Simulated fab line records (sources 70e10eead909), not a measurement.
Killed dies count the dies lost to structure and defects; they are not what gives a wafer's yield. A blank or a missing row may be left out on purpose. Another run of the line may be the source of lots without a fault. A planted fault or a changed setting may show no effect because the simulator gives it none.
Chamber matching ; flow nandHarc ; 4 sister chambers for NHARC_P_GATE_ALD_36 on aldSin-04
The step deposits SiNx, target thk 20 nm, pulse time 60 s, ald cycles 223. 4 wafers are shown with their chamber, then 12 later ones without.

== WAFERS WITH THEIR CHAMBER ==
wafer;chamber;heaterPowerW (W)
L088.3;1;836
L092.1;2;872
L092.3;3;888
L092.2;0;880

== WAFERS MISSING THEIR CHAMBER ==
wafer;heaterPowerW (W)
L092.5;876
L092.6;866
L092.4;854
L095.4;935
L095.1;876
L095.3;833
L095.2;866
L095.5;903
L095.6;875
L097.1;825
L097.2;886
L097.4;877

== WHICH CHAMBER EACH ONE RAN IN ==
wafer;from the rows above;in truth
L092.5;can't be placed: 0 or 2 or 3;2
L092.6;can't be placed: 2 or 0 or 3 or 1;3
L092.4;can't be placed: 1 or 2 or 0 or 3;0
L095.4;can't be placed: 3 or 0 or 2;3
L095.1;can't be placed: 0 or 2 or 3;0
L095.3;1;1
L095.2;can't be placed: 2 or 0 or 3 or 1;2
L095.5;can't be placed: 3 or 0 or 2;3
L095.6;can't be placed: 2 or 0 or 3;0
L097.1;1;1
L097.2;can't be placed: 3 or 0 or 2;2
L097.4;can't be placed: 0 or 2 or 3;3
Correctly placed: 2 of 12. Unplaceable from these rows: 10, with the true chamber sitting among the candidates in 10. Placed wrongly: 0.
How it was worked out, from the rows above alone: a wafer's distance from a chamber is the root of the sum, over the readings, of the square of ((its reading less the chamber's mean) divided by the reading's scatter). If the next closest chamber is less than 2 further off than the closest, the wafer can't be placed; otherwise it belongs to the closest. Each chamber's mean is taken over the wafers shown for it. The scatter: root of mean squared gap, hidden wafer to nearest shown wafer, with one shown wafer a chamber.
